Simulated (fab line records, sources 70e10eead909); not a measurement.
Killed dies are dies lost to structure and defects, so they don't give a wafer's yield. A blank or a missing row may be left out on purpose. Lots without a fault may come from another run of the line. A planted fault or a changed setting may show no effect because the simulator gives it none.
Chamber matching | flow nand_harc | NHARC_A_M1_DEP_33 on pecvd-02: 3 sister chambers
The step deposits SiCN, target thk 30 nm. 16 wafers are shown with their chamber, then 8 later ones without.

WAFERS WITH THEIR CHAMBER
wafer  | chamber | heater_power_outer_w (W) | heater_power_w (W)
L149.2 | 1       | 271                      | 474
L149.5 | 2       | 324                      | 573
L149.6 | 0       | 453                      | 722
L150.2 | 0       | 412                      | 654
L150.3 | 2       | 319                      | 576
L150.4 | 2       | 314                      | 561
L151.3 | 2       | 323                      | 571
L151.4 | 2       | 323                      | 563
L151.6 | 0       | 382                      | 627
L147.1 | 0       | 459                      | 730
L147.3 | 2       | 309                      | 543
L147.4 | 2       | 307                      | 544
L164.1 | 0       | 395                      | 659
L164.3 | 2       | 280                      | 507
L164.6 | 1       | 323                      | 557
L163.1 | 2       | 293                      | 514

SIGNATURES (means of the wafers above)
reading              | chamber 0 | chamber 1 | chamber 2 | scatter within a chamber
heater_power_outer_w | 420.20    | 297.00    | 310.22    | 24.7
heater_power_w       | 678.40    | 515.50    | 550.22    | 35.9
Rule: a wafer's distance from a chamber is the root of the sum, over the readings, of the square of ((its reading less the chamber's mean) divided by the reading's scatter). The wafer belongs to the nearest chamber; if the next one is less than 2 further off, it can't be placed. The scatter: the root of (the sum of the squares of (reading less its chamber's mean) over the shown wafers, divided by (wafers less chambers)).

WAFERS WITHOUT THEIR CHAMBER
wafer  | heater_power_outer_w (W) | heater_power_w (W)
L163.4 | 449                      | 710
L163.5 | 293                      | 529
L165.1 | 301                      | 546
L165.3 | 437                      | 693
L165.6 | 440                      | 703
L169.1 | 477                      | 738
L169.2 | 266                      | 498
L169.6 | 266                      | 476

WHICH CHAMBER EACH WENT THROUGH
wafer  | from the rows above     | in truth
L163.4 | 0                       | 0
L163.5 | can't be placed: 1 or 2 | 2
L165.1 | can't be placed: 2 or 1 | 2
L165.3 | 0                       | 0
L165.6 | 0                       | 0
L169.1 | 0                       | 0
L169.2 | can't be placed: 1 or 2 | 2
L169.6 | can't be placed: 1 or 2 | 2
Placed correctly: 4 of 8. Can't be placed from these rows: 4 (the true chamber is among the candidates in 4). Placed wrongly: 0.
